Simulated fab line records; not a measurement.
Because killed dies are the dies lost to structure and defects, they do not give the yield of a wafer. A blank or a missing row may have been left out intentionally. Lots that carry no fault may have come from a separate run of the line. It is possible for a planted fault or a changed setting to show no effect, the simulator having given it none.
Chamber matching | flow nand-harc | 4 sister chambers for NHARC_A_STAIRCASE_DESCUM_186 on rie-diel-13
The step chemistry O2, time 3 s. 8 wafers are shown with their chamber, then 8 later ones without.

## WAFERS WITH THEIR CHAMBER
wafer  | chamber | showerhead-plenum-p-Torr (Torr) | oes-product-au (a.u.)
L090.5 | 3       | 1.86                            | 1.023
L092.1 | 2       | 1.87                            | 1.009
L092.2 | 0       | 1.78                            | 1.005
L092.4 | 1       | 1.84                            | 0.999
L094.1 | 3       | 1.86                            | 1.003
L094.4 | 2       | 1.87                            | 1.002
L094.5 | 0       | 1.78                            | 1.001
L095.2 | 1       | 1.83                            | 0.999

## WAFERS WITH NO CHAMBER GIVEN
wafer  | showerhead-plenum-p-Torr (Torr) | oes-product-au (a.u.)
L095.5 | 1.83                            | 1.003
L095.6 | 1.87                            | 1.004
L096.1 | 1.83                            | 0.999
L096.3 | 1.87                            | 1.015
L096.4 | 1.78                            | 0.996
L097.1 | 1.77                            | 0.999
L097.2 | 1.87                            | 1.002
L097.5 | 1.87                            | 0.995

## WHICH CHAMBER EACH ONE RAN IN
wafer  | from the rows above     | in truth
L095.5 | 1                       | 1
L095.6 | 2                       | 2
L096.1 | 1                       | 1
L096.3 | can't be placed: 2 or 3 | 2
L096.4 | 0                       | 0
L097.1 | 0                       | 0
L097.2 | 2                       | 2
L097.5 | 2                       | 2
7 of 8 placed correctly. Cannot be placed on the basis of these rows: 1; the candidates contain the true chamber in 1. Number placed wrongly: 0.
How it was worked out, from the rows above alone: a wafer's distance from a chamber is the root of the sum, over the readings, of the square of ((its reading less the chamber's mean) divided by the reading's scatter). The wafer belongs to the nearest chamber; if the next one is less than 2 further off, it can't be placed. Each chamber's mean is taken over the wafers shown for it. How the scatter is found: for the shown wafers, subtract from each reading the mean of its chamber, square and add these, divide the total by (wafers less chambers), then take the root.
